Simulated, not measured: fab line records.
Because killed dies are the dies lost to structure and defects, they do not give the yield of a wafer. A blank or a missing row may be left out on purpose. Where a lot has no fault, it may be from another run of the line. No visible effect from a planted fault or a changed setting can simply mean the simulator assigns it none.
Split-lot experiment + flow n5_finfet + 21 wafers read from 7 lots, route of 1938 steps

== THE SPLIT ==
At N5_BEOL_M1_DESCUM_33 (chemistry O2, time 7 s), the setting time_s was moved away from the recipe's 7 s on 9 of the 21 wafers read, by -21.1% to +21.5%. For the rest of the wafers, this setting stayed at what the recipe calls for.

== FROM THE SPLIT TO THE READING: what the file shows between them, 1 step ==
- N5_BEOL_M1_ETCH_77: etches underlayer in N2/H2, target depth 6.5 nm, time 5.2 s

== THE READING ==
CAR-EUV_of_BEOL_M1_COAT_22.thk_nm (the simulator's own value, which no gauge read), in nm, at N5_BEOL_M1_ETCH_69 (etches SiARC in CF4, target depth 15.6 nm, time 26 s). The file does not state a usual value for it. The 12 wafers here that ran the recipe average 11.1 nm, standard deviation 0.087 nm.

| wafer  | tool, chamber at the split | time_s as run, s | against the recipe | CAR-EUV_of_BEOL_M1_COAT_22.thk_nm, nm | against lot-mates on the recipe |
|--------|----------------------------|------------------|--------------------|---------------------------------------|---------------------------------|
| L074.1 | rie_diel-02, 0,3           | 7                | recipe             | 11.2                                  | -                               |
| L074.2 | rie_diel-02, 0,3           | 7                | recipe             | 11.2                                  | -                               |
| L074.5 | rie_diel-02, 3             | 7.498            | +7.1%              | 10.8                                  | -0.4                            |
| L078.1 | rie_diel-06, 0             | 7                | recipe             | 11.2                                  | -                               |
| L078.3 | rie_diel-06, 2             | 7.738            | +10.5%             | 10.8                                  | -0.3                            |
| L078.4 | rie_diel-06, 1             | 7                | recipe             | 11                                    | -                               |
| L079.1 | rie_diel-06, 3             | 7                | recipe             | 11                                    | -                               |
| L079.2 | rie_diel-06, 1             | 8.152            | +16.5%             | 10.4                                  | -0.6                            |
| L079.6 | rie_diel-06, 1             | 8.152            | +16.5%             | 10.4                                  | -0.6                            |
| L080.4 | rie_diel-04, 0             | 7                | recipe             | 11.2                                  | -                               |
| L080.5 | rie_diel-04, 3             | 8.503            | +21.5%             | 10.6                                  | -0.6                            |
| L080.6 | rie_diel-04, 2             | 8.503            | +21.5%             | 10.4                                  | -0.8                            |
| L084.2 | rie_diel-04, 3,1           | 7                | recipe             | 11.2                                  | -                               |
| L084.3 | rie_diel-04, 3,1           | 7                | recipe             | 11.2                                  | -                               |
| L084.4 | rie_diel-04, 0             | 7                | recipe             | 11.2                                  | -                               |
| L089.2 | rie_diel-04, 0             | 5.524            | -21.1%             | 11.8                                  | +0.6                            |
| L089.3 | rie_diel-04, 2             | 7                | recipe             | 11.2                                  | -                               |
| L089.4 | rie_diel-04, 3             | 5.524            | -21.1%             | 12                                    | +0.8                            |
| L091.1 | rie_diel-04, 3             | 6.048            | -13.6%             | 11.8                                  | +0.7                            |
| L091.2 | rie_diel-04, 2             | 7                | recipe             | 11                                    | -                               |
| L091.6 | rie_diel-04, 1             | 7                | recipe             | 11.2                                  | -                               |
If several chambers appear in one row, that row covers several wafers at once and the file leaves open which wafer was in which chamber.

THE FIT
A straight line over all 21 wafers: CAR-EUV_of_BEOL_M1_COAT_22.thk_nm changes by -0.0368 nm for each +1% of time_s; r = -0.97; the points scatter about the line by 0.11 nm.
The same after taking each lot's own level away (the mean of its wafers on the recipe; 21 wafers): -0.0352 nm for each +1%; r = -0.98; scatter 0.094 nm.
On that fit, the largest move of time_s shifts the reading by 0.76 nm.
The lots' own levels span 11.00 to 11.20 nm, that is 2.3 times the standard deviation above.
Consequently the slope shifts little with the lot-to-lot level, the two slopes agreeing.
Check: -0.786 nm against its lot-mates is what the line predicts for one of the wafers moved furthest among these (+21.5%) when that wafer is left out of the fit. It came out at -0.6 nm against them.

== OTHER SPLITS APPLIED TO THESE WAFERS ==
Note: prior to the reading, these wafers also went through further splits. Each is held against what the fit with the lots' levels taken away leaves over:
| other split on the same wafers          | wafers away from the commonest value | r with CAR-EUV_of_BEOL_M1_COAT_22.thk_nm (lot level and that fit taken away) |
|-----------------------------------------|--------------------------------------|------------------------------------------------------------------------------|
| N5_ILD0_ALD_15 ald_cycles               | 6                                    | -0.31                                                                        |
| N5_GATE_CUT_ETCH_58 time_s              | 7                                    | -0.13                                                                        |
| N5_GATE_CUT_COAT_27 spin_rpm            | 4                                    | -0.02                                                                        |
| N5_GATE_CUT_COAT_07 spin_rpm            | 4                                    | -0.25                                                                        |
| N5_MOL_CONTACT_COAG_VIA_ETCH_117 bias_w | 7                                    | -0.04                                                                        |
| N5_BEOL_M0_CUTY_COAT_51 spin_rpm        | 4                                    | -0.03                                                                        |
| N5_BEOL_M0_CUTY_ETCH_63 source_w        | 7                                    | +0.38                                                                        |

== THE WHOLE CHAIN: every reading that the file lists as answering this split, in the file's order ==
| step                 | what it does                                                | reading                                                                            | change (the file's fit)                | r (the file's) |
|----------------------|-------------------------------------------------------------|------------------------------------------------------------------------------------|----------------------------------------|----------------|
| N5_BEOL_M1_DESCUM_33 | chemistry O2, time 7 s                                      | CAR-EUV_of_BEOL_M1_COAT_22.thk_nm (the simulator's own value, which no gauge read) | -0.0352 nm for each +1% of the setting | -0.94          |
| N5_BEOL_M1_ETCH_77   | etches underlayer in N2/H2, target depth 6.5 nm, time 5.2 s | CAR-EUV_of_BEOL_M1_COAT_22.thk_nm (the simulator's own value, which no gauge read) | -0.0341 nm for each +1% of the setting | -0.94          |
| N5_BEOL_M1_ETCH_69   | etches SiARC in CF4, target depth 15.6 nm, time 26 s        | CAR-EUV_of_BEOL_M1_COAT_22.thk_nm (the simulator's own value, which no gauge read) | -0.0362 nm for each +1% of the setting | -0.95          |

== THE FILE'S OWN FIT ==
CAR-EUV_of_BEOL_M1_COAT_22.thk_nm changes by -0.0362 nm for each +1% of time_s, r = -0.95.
